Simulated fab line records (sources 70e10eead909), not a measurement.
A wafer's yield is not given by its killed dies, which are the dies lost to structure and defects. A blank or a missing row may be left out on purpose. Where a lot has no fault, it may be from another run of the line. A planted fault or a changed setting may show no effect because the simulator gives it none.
Which tool was responsible?	flow nand_harc	6 lots, 18 wafers sampled, at 4 steps of a route of 1302

== WHAT EACH GAUGE READ, for each wafer ==
NHARC_END_SORT_01.
lot	measured	on	killed_at_other
L488	day 25 14:38	prober-01	1 0 0
L497	day 29 20:18	prober-02	0 0 2
L502	day 31 23:31	prober-01	3 1 616

== EACH LOT AND THE TOOL THAT RAN IT (in order: tool; ch and the chambers of the sampled wafers; start) ==
lot	NHARC_A_BONDPAD_PVD_17	NHARC_A_BONDPAD_CMP_19	NHARC_THIN_TSV_GRIND_00
L485	pvd_sputter-01, day 23 17:44 or earlier	cmp-04 ch 2,3, day 23 17:44	grinder-01 ch 0, day 24 13:53
L488	pvd_sputter-01, day 24 05:59 or earlier	cmp-04 ch 0,1, day 24 05:59	grinder-01 ch 0, day 24 14:41
L489	pvd_sputter-01, day 24 22:26 or earlier	cmp-04 ch 0,2,3, day 24 22:26	grinder-01 ch 0, day 25 08:34
L493	pvd_sputter-03, day 27 08:45 or earlier	cmp-03 ch 1,2,3, day 27 08:45	grinder-01 ch 0, day 27 22:13
L497	pvd_sputter-01, day 28 14:39 or earlier	cmp-03 ch 1,2,3, day 28 14:39	grinder-01 ch 0, day 29 02:37
L502	pvd_sputter-02, day 30 21:35 or earlier	cmp-04 ch 1,3, day 30 21:35	grinder-01 ch 0, day 31 06:33
- NHARC_A_BONDPAD_PVD_17: deposits TaN, target thk 5 nm, time 8.06 s.
- NHARC_A_BONDPAD_CMP_19: polishes, t overpolish 30 s, cu recess touch 16 s, target thk 169.82 nm.
- NHARC_THIN_TSV_GRIND_00

== THE ANSWER, worked out from the rows above alone ==
Rule: the lots themselves supply what counts as usual. Put in order of their means at a reading, lots are off if they are a third of the lots or fewer, leave a main group of 4 or more, and stand apart from it by a gap of 3 or more times the standard deviation of the main group's means; of several such gaps the widest counts. A main group is skipped when, at the precision printed for the reading in the tables above, its means are all equal. A lot without any number at a reading at which 4 lots or more have one is off too. The other lots that the step has rows for count as sound.
Across all readings shown, no lot is off: no conclusion can be drawn from this.

== WHAT THE SIMULATOR HAD INSERTED ==
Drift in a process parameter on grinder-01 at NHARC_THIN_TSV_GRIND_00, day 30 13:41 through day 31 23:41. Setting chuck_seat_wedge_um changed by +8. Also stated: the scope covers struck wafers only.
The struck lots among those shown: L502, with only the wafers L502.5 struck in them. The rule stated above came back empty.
